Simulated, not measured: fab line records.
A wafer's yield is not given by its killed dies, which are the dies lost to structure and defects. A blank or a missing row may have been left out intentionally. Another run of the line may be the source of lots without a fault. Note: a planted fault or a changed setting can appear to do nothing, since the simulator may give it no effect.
Code-filled problem report in 8D (eight disciplines) form + flow nandHarc + the parts of the form that need people (team, actions taken, sign-off) are left out

1. THE ISSUE
Mean of spikeTcLowerC at NHARC_THIN_TSV_ANNEAL_58: 426.6 C across 6 wafers in 2 lots; on wafers with no fault it is 400.7 C (standard deviation 1). That is +26 standard deviations from the usual mean.
The step: time 1800 s.
Seen first at day 30 22:10 on furnace-08, wafer L243.3. The record has a number at this step for 36 wafers belonging to 12 lots. Rule for "out" (also "out of limits"): further than 4 standard deviations from the usual mean. The rest of the wafers with a number are treated as sound.

2. WHAT IT IS AND WHAT IT IS NOT
| question                    | is                                                                        | is not                                                                                       |
|-----------------------------|---------------------------------------------------------------------------|----------------------------------------------------------------------------------------------|
| which readings at this step | spikeTcLowerC, spikeTcBottomC, spikeTcCentreC, spikeTcTopC, spikeTcUpperC | -                                                                                            |
| which lots                  | L243, L244                                                                | L230, L233, L234, L235, L237, L246, L248, L250, L251, L252                                   |
| which wafers of those lots  | all that have a number                                                    | -                                                                                            |
| read on which tools         | furnace-08                                                                | furnace-03, furnace-07                                                                       |
| when                        | from day 30 22:10                                                         | up to then (15 sound wafers); but 15 sound wafers of L246, L248, L250, L251, L252 came after |

3. SUSPECTS, AND WHAT RULES EACH OUT
Counting: a tool stays on the suspect list if, at a process step up to the reading, it processed all lots that are out and no sound lot following the first of them.
- rieDiel-09 at NHARC_HYBRID_BOND_ACTIVATE_00 (chemistry N2, time 60 s): ruled out as a lasting fault. Sound lots L246, L248, L251, L252 ran on it after its first lot that is out, L243 (day 30 01:40).
- furnace-08 at NHARC_THIN_TSV_ANNEAL_58 (time 1800 s): ruled out as a lasting fault. Sound lots L250, L252 ran on it after its first lot that is out, L243 (day 30 22:10).
Left after counting: nothing in the record.

4. THE CAUSE (what the simulator had put in)
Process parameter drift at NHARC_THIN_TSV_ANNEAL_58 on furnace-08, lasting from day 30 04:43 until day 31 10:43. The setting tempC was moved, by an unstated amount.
Counting ruled it out, wrongly.

5. THE CHAIN OF EFFECTS, in route order
Each row: a reading where the mean over the struck wafers with a number is more than 3 standard deviations away from the usual. Only readings whose record carries a usual standard deviation are examined. hours: median over the lots of the time between each lot's start at the first step of this table that gives one and its start at this step. sigmas: the change, counted in usual standard deviations.
| hours | step                     | reading        | usual   | on struck wafers | change | sigmas |
|-------|--------------------------|----------------|---------|------------------|--------|--------|
| 0     | NHARC_THIN_TSV_ANNEAL_58 | spikeTcBottomC | 422.9 C | 447.8            | +24.9  | +15    |
| 0     | NHARC_THIN_TSV_ANNEAL_58 | spikeTcCentreC | 400.6 C | 425.3            | +24.7  | +15    |
| 0     | NHARC_THIN_TSV_ANNEAL_58 | spikeTcLowerC  | 400.7 C | 426.6            | +25.9  | +26    |
| 0     | NHARC_THIN_TSV_ANNEAL_58 | spikeTcTopC    | 427.3 C | 453.6            | +26.3  | +18    |
| 0     | NHARC_THIN_TSV_ANNEAL_58 | spikeTcUpperC  | 400.2 C | 426.1            | +25.9  | +26    |
The process steps in it:
- NHARC_THIN_TSV_ANNEAL_58: time 1800 s.
Later measuring or inspecting steps at which every struck wafer that the step has a row for has a number for every such reading, and none has moved that far: NHARC_THIN_TSV_INSPECT_40, NHARC_END_SORT_01.

6. HOW IT WOULD HAVE BEEN CAUGHT EARLIER
In this record no reading fell out of limits until day 30 22:10, 17 hours after the fault had begun at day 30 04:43.
